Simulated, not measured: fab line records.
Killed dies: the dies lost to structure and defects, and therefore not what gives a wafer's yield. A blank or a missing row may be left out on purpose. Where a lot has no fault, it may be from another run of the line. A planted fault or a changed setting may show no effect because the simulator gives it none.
Chamber matching    flow nand harc    NHARC_P_GATE_DEP_103 on pecvd-02: 3 sister chambers
The step deposits SiON, target thk 30 nm. 16 wafers are shown with their chamber, then 8 later ones without.

WAFERS WITH THEIR CHAMBER
wafer   chamber  heater power w (W)
L710.1  0        689
L710.3  2        664
L710.5  1        551
L713.3  1        603
L713.4  1        593
L713.6  0        672
L714.2  2        691
L714.3  0        737
L714.6  0        730
L715.2  2        684
L715.3  0        726
L715.6  1        581
L717.2  1        611
L717.3  2        749
L717.4  2        735
L722.3  0        666

SIGNATURES (means of the wafers above)
reading         chamber 0  chamber 1  chamber 2  scatter within a chamber
heater power w  703.33     587.80     704.60     30.7
Rule: a wafer's distance from a chamber is the root of the sum, over the readings, of the square of ((its reading less the chamber's mean) divided by the reading's scatter). The wafer belongs to the nearest chamber; if the next one is less than 2 further off, it can't be placed. The scatter: take each reading less its chamber's mean, square it, sum over the shown wafers, divide by the number of wafers less the number of chambers, and take the root.

WAFERS WHOSE CHAMBER IS MISSING
wafer   heater power w (W)
L722.5  652
L722.6  662
L733.2  528
L733.3  709
L733.6  547
L732.1  765
L732.3  523
L732.4  521

WHICH CHAMBER EACH WENT THROUGH
wafer   from the rows above           in truth
L722.5  can't be placed: 0 or 2 or 1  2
L722.6  can't be placed: 0 or 2 or 1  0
L733.2  1                             1
L733.3  can't be placed: 2 or 0       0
L733.6  1                             1
L732.1  can't be placed: 2 or 0       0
L732.3  1                             1
L732.4  1                             1
Correctly placed: 4 of 8. From these rows, 4 cannot be placed; in 4 the true chamber is one of the candidates. Number placed wrongly: 0.
